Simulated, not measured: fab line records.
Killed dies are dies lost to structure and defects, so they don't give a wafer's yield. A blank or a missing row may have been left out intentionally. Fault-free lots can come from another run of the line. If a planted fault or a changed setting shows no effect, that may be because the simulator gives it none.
What tool caused it? || flow nand-harc || 14 lots, 42 wafers sampled, at 5 steps of a route of 1159

## WHAT THE GAUGES SHOWED, per wafer
NHARC_END_SORT_01. Usual: killed-at-array 26, standard deviation 9.1; killed-at-other 0.7, standard deviation 0.9; killed-at-periphery 3.6, standard deviation 2.8; killed-dies 30, standard deviation 9.2; killed-open 3.0, standard deviation 1.9; killed-short 2.0, standard deviation 1.4.
{"lot": "L154", "measured": "day 21 17:14", "on": "prober-01", "killed-at-array": "22 30 18", "killed-at-other": "0 3 1", "killed-at-periphery": "2 3 2", "killed-dies": "24 36 21", "killed-open": "3 3 3", "killed-short": "0 3 1", "flag": ""}
{"lot": "L162", "measured": "day 24 01:56", "on": "prober-01", "killed-at-array": "74 54 56", "killed-at-other": "1 1 1", "killed-at-periphery": "3 10 6", "killed-dies": "78 65 63", "killed-open": "4 2 4", "killed-short": "0 0 1", "flag": "OFF"}
{"lot": "L163", "measured": "day 24 01:55", "on": "prober-02", "killed-at-array": "63 58 63", "killed-at-other": "0 1 0", "killed-at-periphery": "0 2 4", "killed-dies": "63 61 67", "killed-open": "3 2 4", "killed-short": "1 4 2", "flag": "OFF"}

## TOOL THAT RAN EACH LOT (tool first, then ch and the chambers of the sampled wafers, then the start)
{"lot": "L147", "NHARC_A_ONON_D1_DEP_25": "pecvd-onon-02 ch 0, day 8 10:33", "NHARC_THIN_TSV_DEP_43": "pecvd-02 ch 1,2, day 18 22:14", "NHARC_THIN_TSV_DEP_47": "pecvd-02 ch 0,1,2, day 19 00:58", "NHARC_THIN_TSV_ETCHBACK_48": "rie-diel-13 ch 1,2,3, day 19 01:21"}
{"lot": "L149", "NHARC_A_ONON_D1_DEP_25": "pecvd-onon-01 ch 0, day 8 19:19", "NHARC_THIN_TSV_DEP_43": "pecvd-02 ch 1,2, day 19 01:52", "NHARC_THIN_TSV_DEP_47": "pecvd-02 ch 0,1,2, day 19 04:37", "NHARC_THIN_TSV_ETCHBACK_48": "rie-diel-04 ch 1,2,3, day 19 05:01"}
{"lot": "L150", "NHARC_A_ONON_D1_DEP_25": "pecvd-onon-02 ch 0, day 8 19:22", "NHARC_THIN_TSV_DEP_43": "pecvd-03 ch 0,1,2, day 18 23:28", "NHARC_THIN_TSV_DEP_47": "pecvd-02 ch 0,2, day 19 02:14", "NHARC_THIN_TSV_ETCHBACK_48": "rie-diel-04 ch 0,1, day 19 02:33"}
{"lot": "L148", "NHARC_A_ONON_D1_DEP_25": "pecvd-onon-03 ch 0, day 8 19:25", "NHARC_THIN_TSV_DEP_43": "pecvd-01 ch 1,2, day 19 16:48", "NHARC_THIN_TSV_DEP_47": "pecvd-03 ch 1,2, day 19 19:31", "NHARC_THIN_TSV_ETCHBACK_48": "rie-diel-13 ch 1,2, day 19 19:54"}
{"lot": "L151", "NHARC_A_ONON_D1_DEP_25": "pecvd-onon-02 ch 0, day 9 07:52", "NHARC_THIN_TSV_DEP_43": "pecvd-02 ch 0,1, day 19 15:39", "NHARC_THIN_TSV_DEP_47": "pecvd-02 ch 0,1,2, day 19 18:20", "NHARC_THIN_TSV_ETCHBACK_48": "rie-diel-04 ch 0,1,3, day 19 18:44"}
{"lot": "L152", "NHARC_A_ONON_D1_DEP_25": "pecvd-onon-01 ch 0, day 9 19:47", "NHARC_THIN_TSV_DEP_43": "pecvd-02 ch 1,2, day 20 12:29", "NHARC_THIN_TSV_DEP_47": "pecvd-01 ch 0,2, day 20 15:09", "NHARC_THIN_TSV_ETCHBACK_48": "rie-diel-07 ch 1,2,3, day 20 15:40"}
{"lot": "L153", "NHARC_A_ONON_D1_DEP_25": "pecvd-onon-02 ch 0, day 9 19:56", "NHARC_THIN_TSV_DEP_43": "pecvd-01 ch 0,1, day 20 10:05", "NHARC_THIN_TSV_DEP_47": "pecvd-03 ch 1,2, day 20 12:56", "NHARC_THIN_TSV_ETCHBACK_48": "rie-diel-13 ch 0,1, day 20 13:17"}
{"lot": "L155", "NHARC_A_ONON_D1_DEP_25": "pecvd-onon-02 ch 0, day 10 05:28", "NHARC_THIN_TSV_DEP_43": "pecvd-01 ch 0,1,2, day 20 16:35", "NHARC_THIN_TSV_DEP_47": "pecvd-01 ch 0,1,2, day 20 19:20", "NHARC_THIN_TSV_ETCHBACK_48": "rie-diel-13 ch 0,1,3, day 20 19:42"}
{"lot": "L154", "NHARC_A_ONON_D1_DEP_25": "pecvd-onon-03 ch 0, day 10 05:32", "NHARC_THIN_TSV_DEP_43": "pecvd-01 ch 0,1, day 20 23:20", "NHARC_THIN_TSV_DEP_47": "pecvd-01 ch 0,1, day 21 02:38", "NHARC_THIN_TSV_ETCHBACK_48": "rie-diel-13 ch 0,2,3, day 21 03:13"}
{"lot": "L158", "NHARC_A_ONON_D1_DEP_25": "pecvd-onon-03 ch 0, day 11 06:43", "NHARC_THIN_TSV_DEP_43": "pecvd-01 ch 0,2, day 22 05:46", "NHARC_THIN_TSV_DEP_47": "pecvd-01 ch 1,2, day 22 08:29", "NHARC_THIN_TSV_ETCHBACK_48": "rie-diel-13 ch 0,3, day 22 08:53"}
{"lot": "L162", "NHARC_A_ONON_D1_DEP_25": "pecvd-onon-02 ch 0, day 12 01:28", "NHARC_THIN_TSV_DEP_43": "pecvd-03 ch 0,2, day 23 05:43", "NHARC_THIN_TSV_DEP_47": "pecvd-01 ch 0,1, day 23 08:23", "NHARC_THIN_TSV_ETCHBACK_48": "rie-diel-13 ch 0,2, day 23 08:44"}
{"lot": "L163", "NHARC_A_ONON_D1_DEP_25": "pecvd-onon-02 ch 0, day 12 06:29", "NHARC_THIN_TSV_DEP_43": "pecvd-01 ch 0,1,2, day 23 06:51", "NHARC_THIN_TSV_DEP_47": "pecvd-01 ch 0,1,2, day 23 09:31", "NHARC_THIN_TSV_ETCHBACK_48": "rie-diel-13 ch 0,1,2, day 23 09:55"}
{"lot": "L167", "NHARC_A_ONON_D1_DEP_25": "pecvd-onon-01 ch 0, day 12 22:26", "NHARC_THIN_TSV_DEP_43": "pecvd-02 ch 1,2, day 23 12:24", "NHARC_THIN_TSV_DEP_47": "pecvd-01 ch 0,1,2, day 23 17:38", "NHARC_THIN_TSV_ETCHBACK_48": "rie-diel-04 ch 0,3, day 23 18:04"}
{"lot": "L168", "NHARC_A_ONON_D1_DEP_25": "pecvd-onon-01 ch 0, day 13 06:14", "NHARC_THIN_TSV_DEP_43": "pecvd-03 ch 0,1,2, day 23 22:15", "NHARC_THIN_TSV_DEP_47": "pecvd-02 ch 0,1,2, day 24 00:46", "NHARC_THIN_TSV_ETCHBACK_48": "rie-diel-13 ch 0,1, day 24 01:11"}
- NHARC_A_ONON_D1_DEP_25: target thk 1000 nm.
- NHARC_THIN_TSV_DEP_43: deposits SiO2, target thk 1328.5 nm.
- NHARC_THIN_TSV_DEP_47: deposits SiO2, target thk 200 nm.
- NHARC_THIN_TSV_ETCHBACK_48: etches the open film in C4F8/Ar, target depth 1028.5 nm, time 405.17 s.

## AS READ BY THE TOOLS THEMSELVES (means over the sampled wafers that have a number; for cases with no such wafer, the mark the record gives instead)
NHARC_A_ONON_D1_DEP_25. Usual: 2749 sccm for n2-flow-sccm, sd 8.2.
{"lot": "L147", "tool": "pecvd-onon-02", "n2-flow-sccm (sccm)": 2753, "flag": ""}
{"lot": "L149", "tool": "pecvd-onon-01", "n2-flow-sccm (sccm)": 2758, "flag": ""}
{"lot": "L150", "tool": "pecvd-onon-02", "n2-flow-sccm (sccm)": 2747, "flag": ""}
{"lot": "L148", "tool": "pecvd-onon-03", "n2-flow-sccm (sccm)": 2745, "flag": ""}
{"lot": "L151", "tool": "pecvd-onon-02", "n2-flow-sccm (sccm)": 2746, "flag": ""}
{"lot": "L152", "tool": "pecvd-onon-01", "n2-flow-sccm (sccm)": 2741, "flag": ""}
{"lot": "L153", "tool": "pecvd-onon-02", "n2-flow-sccm (sccm)": 2751, "flag": ""}
{"lot": "L155", "tool": "pecvd-onon-02", "n2-flow-sccm (sccm)": 2743, "flag": ""}
{"lot": "L154", "tool": "pecvd-onon-03", "n2-flow-sccm (sccm)": 2748, "flag": ""}
{"lot": "L158", "tool": "pecvd-onon-03", "n2-flow-sccm (sccm)": 2745, "flag": ""}
{"lot": "L162", "tool": "pecvd-onon-02", "n2-flow-sccm (sccm)": 2744, "flag": ""}
{"lot": "L163", "tool": "pecvd-onon-02", "n2-flow-sccm (sccm)": 2743, "flag": ""}
{"lot": "L167", "tool": "pecvd-onon-01", "n2-flow-sccm (sccm)": 2741, "flag": ""}
{"lot": "L168", "tool": "pecvd-onon-01", "n2-flow-sccm (sccm)": 2751, "flag": ""}

NHARC_THIN_TSV_DEP_43. Usual: 15.9 % for throttle-valve-pct, sd 0.41.
{"lot": "L147", "tool": "pecvd-02", "throttle-valve-pct (%)": 15.6, "flag": ""}
{"lot": "L149", "tool": "pecvd-02", "throttle-valve-pct (%)": 15.8, "flag": ""}
{"lot": "L150", "tool": "pecvd-03", "throttle-valve-pct (%)": 15.9, "flag": ""}
{"lot": "L148", "tool": "pecvd-01", "throttle-valve-pct (%)": 15.4, "flag": ""}
{"lot": "L151", "tool": "pecvd-02", "throttle-valve-pct (%)": 16.3, "flag": ""}
{"lot": "L152", "tool": "pecvd-02", "throttle-valve-pct (%)": 15.9, "flag": ""}
{"lot": "L153", "tool": "pecvd-01", "throttle-valve-pct (%)": 15.5, "flag": ""}
{"lot": "L155", "tool": "pecvd-01", "throttle-valve-pct (%)": 15.8, "flag": ""}
{"lot": "L154", "tool": "pecvd-01", "throttle-valve-pct (%)": 15.7, "flag": ""}
{"lot": "L158", "tool": "pecvd-01", "throttle-valve-pct (%)": 16.3, "flag": ""}
{"lot": "L162", "tool": "pecvd-03", "throttle-valve-pct (%)": 15.9, "flag": ""}
{"lot": "L163", "tool": "pecvd-01", "throttle-valve-pct (%)": 16.0, "flag": ""}
{"lot": "L167", "tool": "pecvd-02", "throttle-valve-pct (%)": 15.8, "flag": ""}
{"lot": "L168", "tool": "pecvd-03", "throttle-valve-pct (%)": 15.7, "flag": ""}

NHARC_THIN_TSV_DEP_47. Usual: 16.0 % for throttle-valve-pct, sd 0.41.
{"lot": "L147", "tool": "pecvd-02", "throttle-valve-pct (%)": 16.0, "flag": ""}
{"lot": "L149", "tool": "pecvd-02", "throttle-valve-pct (%)": 16.1, "flag": ""}
{"lot": "L150", "tool": "pecvd-02", "throttle-valve-pct (%)": 16.3, "flag": ""}
{"lot": "L148", "tool": "pecvd-03", "throttle-valve-pct (%)": 15.7, "flag": ""}
{"lot": "L151", "tool": "pecvd-02", "throttle-valve-pct (%)": 16.1, "flag": ""}
{"lot": "L152", "tool": "pecvd-01", "throttle-valve-pct (%)": 15.9, "flag": ""}
{"lot": "L153", "tool": "pecvd-03", "throttle-valve-pct (%)": 15.8, "flag": ""}
{"lot": "L155", "tool": "pecvd-01", "throttle-valve-pct (%)": 15.8, "flag": ""}
{"lot": "L154", "tool": "pecvd-01", "throttle-valve-pct (%)": 16.0, "flag": ""}
{"lot": "L158", "tool": "pecvd-01", "throttle-valve-pct (%)": 15.7, "flag": ""}
{"lot": "L162", "tool": "pecvd-01", "throttle-valve-pct (%)": 15.7, "flag": ""}
{"lot": "L163", "tool": "pecvd-01", "throttle-valve-pct (%)": 16.0, "flag": ""}
{"lot": "L167", "tool": "pecvd-01", "throttle-valve-pct (%)": 16.0, "flag": ""}
{"lot": "L168", "tool": "pecvd-02", "throttle-valve-pct (%)": 16.2, "flag": ""}

NHARC_THIN_TSV_ETCHBACK_48. Usual: oes-product-au 0.932 a.u., standard deviation 0.026; rf-vpp-V 547 V, standard deviation 3.2.
{"lot": "L147", "tool": "rie-diel-13", "oes-product-au (a.u.)": 0.929, "rf-vpp-V (V)": 547, "flag": ""}
{"lot": "L149", "tool": "rie-diel-04", "oes-product-au (a.u.)": 0.932, "rf-vpp-V (V)": 547, "flag": ""}
{"lot": "L150", "tool": "rie-diel-04", "oes-product-au (a.u.)": 0.922, "rf-vpp-V (V)": 547, "flag": ""}
{"lot": "L148", "tool": "rie-diel-13", "oes-product-au (a.u.)": 0.920, "rf-vpp-V (V)": 548, "flag": ""}
{"lot": "L151", "tool": "rie-diel-04", "oes-product-au (a.u.)": 0.933, "rf-vpp-V (V)": 548, "flag": ""}
{"lot": "L152", "tool": "rie-diel-07", "oes-product-au (a.u.)": 0.925, "rf-vpp-V (V)": 546, "flag": ""}
{"lot": "L153", "tool": "rie-diel-13", "oes-product-au (a.u.)": 0.956, "rf-vpp-V (V)": 547, "flag": ""}
{"lot": "L155", "tool": "rie-diel-13", "oes-product-au (a.u.)": 0.995, "rf-vpp-V (V)": 547, "flag": ""}
{"lot": "L154", "tool": "rie-diel-13", "oes-product-au (a.u.)": 0.985, "rf-vpp-V (V)": 548, "flag": ""}
{"lot": "L158", "tool": "rie-diel-13", "oes-product-au (a.u.)": 0.904, "rf-vpp-V (V)": 548, "flag": ""}
{"lot": "L162", "tool": "rie-diel-13", "oes-product-au (a.u.)": 0.949, "rf-vpp-V (V)": 549, "flag": ""}
{"lot": "L163", "tool": "rie-diel-13", "oes-product-au (a.u.)": 0.916, "rf-vpp-V (V)": 548, "flag": ""}
{"lot": "L167", "tool": "rie-diel-04", "oes-product-au (a.u.)": 0.911, "rf-vpp-V (V)": 551, "flag": ""}
{"lot": "L168", "tool": "rie-diel-13", "oes-product-au (a.u.)": 0.926, "rf-vpp-V (V)": 547, "flag": ""}

## THE ANSWER, worked out from the rows above alone
Rule: take the mean of a lot's wafers that have a number; if it is more than 3 standard deviations from the usual mean, the lot is off. Also off: a lot with no number at a reading for which 4 or more lots have one. All remaining lots with rows at the step are treated as sound. The gauges are gone through in route order, then the tools' own readings, and for those a lot's mean is taken as printed above. At the first step where some lot is off, the reading lying furthest off is the one used; lots without a number count as furthest.
Off, at NHARC_END_SORT_01 on killed-dies: L162, L163. Neither off nor sound, because the step has no rows for them: L147, L149, L150, L148, L151, L152, L153, L155, L158, L167, L168.
A tool fits if, at a process step before that reading, it ran every lot that is off, and no sound lot after the first of them. Gauges at NHARC_END_SORT_01: tried the same way as those tools. Can't be told from this: 3 tools fit, pecvd-onon-02 at NHARC_A_ONON_D1_DEP_25, pecvd-01 at NHARC_THIN_TSV_DEP_47, rie-diel-13 at NHARC_THIN_TSV_ETCHBACK_48.

## WHAT THE SIMULATOR PUT IN
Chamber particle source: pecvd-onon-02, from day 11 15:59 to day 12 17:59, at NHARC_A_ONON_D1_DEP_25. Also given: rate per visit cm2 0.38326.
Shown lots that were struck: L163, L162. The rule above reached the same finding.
